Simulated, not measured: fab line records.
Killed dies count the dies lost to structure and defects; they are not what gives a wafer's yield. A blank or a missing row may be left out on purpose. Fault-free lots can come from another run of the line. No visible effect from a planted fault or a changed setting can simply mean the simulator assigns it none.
Lot-split experiment / flow n5Finfet / on a route of 1938 steps: 7 lots, 39 wafers read

== SPLIT DETAILS ==
At N5_DUMMY_GATE_ETCH_37 (etches SOC in N2/H2, target depth 60 nm, overetch 30 nm), the setting sourceW was moved away from the recipe's 840 W on 15 of the 39 wafers read, by -18.0% to -7.2%. The other wafers ran this setting at the recipe's value.

The split's own step is where the reading is taken.

== THE READING ==
rfVppV, in V, at N5_DUMMY_GATE_ETCH_37 (etches SOC in N2/H2, target depth 60 nm, overetch 30 nm). Typical for fault-free wafers on this fab line: 524.5 V, with standard deviation 2.5 V.

wafer=L079.1; tool, chamber at the split=rieDiel-02, 1; sourceW as run, W=840; against the recipe=recipe; rfVppV, V=528.3; against lot-mates on the recipe=-
wafer=L079.2; tool, chamber at the split=rieDiel-02, 2; sourceW as run, W=779.9; against the recipe=-7.2%; rfVppV, V=536.7; against lot-mates on the recipe=+10.2
wafer=L079.3; tool, chamber at the split=rieDiel-02, 3; sourceW as run, W=779.9; against the recipe=-7.2%; rfVppV, V=542.2; against lot-mates on the recipe=+15.7
wafer=L079.4; tool, chamber at the split=rieDiel-02, 0; sourceW as run, W=840; against the recipe=recipe; rfVppV, V=523.1; against lot-mates on the recipe=-
wafer=L079.5; tool, chamber at the split=rieDiel-02, 2; sourceW as run, W=779.9; against the recipe=-7.2%; rfVppV, V=535.8; against lot-mates on the recipe=+9.3
wafer=L079.6; tool, chamber at the split=rieDiel-02, 3; sourceW as run, W=840; against the recipe=recipe; rfVppV, V=528.2; against lot-mates on the recipe=-
wafer=L082.1; tool, chamber at the split=rieDiel-02, 1; sourceW as run, W=688.7; against the recipe=-18.0%; rfVppV, V=563.2; against lot-mates on the recipe=+38.6
wafer=L082.2; tool, chamber at the split=rieDiel-02, 0; sourceW as run, W=840; against the recipe=recipe; rfVppV, V=522.7; against lot-mates on the recipe=-
wafer=L082.3; tool, chamber at the split=rieDiel-02, 3; sourceW as run, W=840; against the recipe=recipe; rfVppV, V=528.9; against lot-mates on the recipe=-
wafer=L082.4; tool, chamber at the split=rieDiel-02, 2; sourceW as run, W=688.7; against the recipe=-18.0%; rfVppV, V=559.2; against lot-mates on the recipe=+34.6
wafer=L082.5; tool, chamber at the split=rieDiel-02, 2; sourceW as run, W=840; against the recipe=recipe; rfVppV, V=522.3; against lot-mates on the recipe=-
wafer=L082.6; tool, chamber at the split=rieDiel-02, 1; sourceW as run, W=688.7; against the recipe=-18.0%; rfVppV, V=561.1; against lot-mates on the recipe=+36.5
wafer=L085.1; tool, chamber at the split=rieDiel-02, 1; sourceW as run, W=840; against the recipe=recipe; rfVppV, V=526.5; against lot-mates on the recipe=-
wafer=L085.2; tool, chamber at the split=rieDiel-02, 2; sourceW as run, W=738.1; against the recipe=-12.1%; rfVppV, V=546.1; against lot-mates on the recipe=+17.9
wafer=L085.3; tool, chamber at the split=rieDiel-02, 0; sourceW as run, W=738.1; against the recipe=-12.1%; rfVppV, V=547.5; against lot-mates on the recipe=+19.3
wafer=L085.4; tool, chamber at the split=rieDiel-02, 3; sourceW as run, W=840; against the recipe=recipe; rfVppV, V=528.7; against lot-mates on the recipe=-
wafer=L085.5; tool, chamber at the split=rieDiel-02, 2; sourceW as run, W=738.1; against the recipe=-12.1%; rfVppV, V=546.9; against lot-mates on the recipe=+18.7
wafer=L085.6; tool, chamber at the split=rieDiel-02, 3; sourceW as run, W=840; against the recipe=recipe; rfVppV, V=529.3; against lot-mates on the recipe=-
wafer=L090.1; tool, chamber at the split=rieDiel-02, 3; sourceW as run, W=840; against the recipe=recipe; rfVppV, V=527.5; against lot-mates on the recipe=-
wafer=L090.3; tool, chamber at the split=rieDiel-02, 1; sourceW as run, W=840; against the recipe=recipe; rfVppV, V=527.5; against lot-mates on the recipe=-
wafer=L090.5; tool, chamber at the split=rieDiel-02, 3; sourceW as run, W=840; against the recipe=recipe; rfVppV, V=529.1; against lot-mates on the recipe=-
wafer=L092.1; tool, chamber at the split=rieDiel-05, 0; sourceW as run, W=755.3; against the recipe=-10.1%; rfVppV, V=545.0; against lot-mates on the recipe=+21.4
wafer=L092.2; tool, chamber at the split=rieDiel-05, 2; sourceW as run, W=755.3; against the recipe=-10.1%; rfVppV, V=541.0; against lot-mates on the recipe=+17.4
wafer=L092.3; tool, chamber at the split=rieDiel-05, 1; sourceW as run, W=840; against the recipe=recipe; rfVppV, V=522.2; against lot-mates on the recipe=-
wafer=L092.4; tool, chamber at the split=rieDiel-05, 3; sourceW as run, W=755.3; against the recipe=-10.1%; rfVppV, V=542.5; against lot-mates on the recipe=+18.9
wafer=L092.5; tool, chamber at the split=rieDiel-05, 3; sourceW as run, W=840; against the recipe=recipe; rfVppV, V=522.7; against lot-mates on the recipe=-
wafer=L092.6; tool, chamber at the split=rieDiel-05, 0; sourceW as run, W=840; against the recipe=recipe; rfVppV, V=526.0; against lot-mates on the recipe=-
wafer=L093.1; tool, chamber at the split=rieDiel-02, 1; sourceW as run, W=840; against the recipe=recipe; rfVppV, V=526.6; against lot-mates on the recipe=-
wafer=L093.2; tool, chamber at the split=rieDiel-02, 3; sourceW as run, W=840; against the recipe=recipe; rfVppV, V=528.1; against lot-mates on the recipe=-
wafer=L093.3; tool, chamber at the split=rieDiel-02, 2; sourceW as run, W=840; against the recipe=recipe; rfVppV, V=523.8; against lot-mates on the recipe=-
wafer=L093.4; tool, chamber at the split=rieDiel-02, 0; sourceW as run, W=840; against the recipe=recipe; rfVppV, V=523.8; against lot-mates on the recipe=-
wafer=L093.5; tool, chamber at the split=rieDiel-02, 3; sourceW as run, W=840; against the recipe=recipe; rfVppV, V=527.0; against lot-mates on the recipe=-
wafer=L093.6; tool, chamber at the split=rieDiel-02, 0; sourceW as run, W=840; against the recipe=recipe; rfVppV, V=524.3; against lot-mates on the recipe=-
wafer=L094.1; tool, chamber at the split=rieDiel-05, 2; sourceW as run, W=840; against the recipe=recipe; rfVppV, V=521.7; against lot-mates on the recipe=-
wafer=L094.2; tool, chamber at the split=rieDiel-05, 0; sourceW as run, W=840; against the recipe=recipe; rfVppV, V=525.6; against lot-mates on the recipe=-
wafer=L094.3; tool, chamber at the split=rieDiel-05, 3; sourceW as run, W=778.7; against the recipe=-7.3%; rfVppV, V=536.7; against lot-mates on the recipe=+13.8
wafer=L094.4; tool, chamber at the split=rieDiel-05, 3; sourceW as run, W=778.7; against the recipe=-7.3%; rfVppV, V=536.2; against lot-mates on the recipe=+13.3
wafer=L094.5; tool, chamber at the split=rieDiel-05, 2; sourceW as run, W=840; against the recipe=recipe; rfVppV, V=521.3; against lot-mates on the recipe=-
wafer=L094.6; tool, chamber at the split=rieDiel-05, 0; sourceW as run, W=778.7; against the recipe=-7.3%; rfVppV, V=539.0; against lot-mates on the recipe=+16.1

THE FIT
A straight line over all 39 wafers: rfVppV changes by -1.86 V for each +1% of sourceW; r = -0.97; the points scatter about the line by 2.6 V.
The same after taking each lot's own level away (the mean of its wafers on the recipe; 39 wafers): -1.89 V for each +1%; r = -0.98; scatter 2.4 V.
That fit puts the effect of the largest move of sourceW on the reading at 34 V.
Measured against the standard deviation above, the lots' own levels, which go from 522.87 to 528.17 V, span 2.1 times it.
So the lot-to-lot level changes the slope little: the two slopes agree.
Check: for one of the wafers moved furthest among these (-18.0%), held out of the fit, the line's prediction against its lot-mates is +32.8 V. Against them it came out at +38.6 V.
Tool readings at the split's step, against how far the setting was moved: rfVppV r = -0.97.

== OTHER SPLITS APPLIED TO THESE WAFERS ==
These wafers also went through other splits before the reading. Each is held against what the fit with the lots' levels taken away leaves over:
other split on the same wafers=N5_DUMMY_GATE_EXPOSE_12 doseMj; wafers away from the commonest value=15; r with rfVppV (lot level and that fit taken away)=-0.03

== THE FILE'S OWN FIT ==
rfVppV changes by -1.87 V for each +1% of sourceW, r = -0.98.
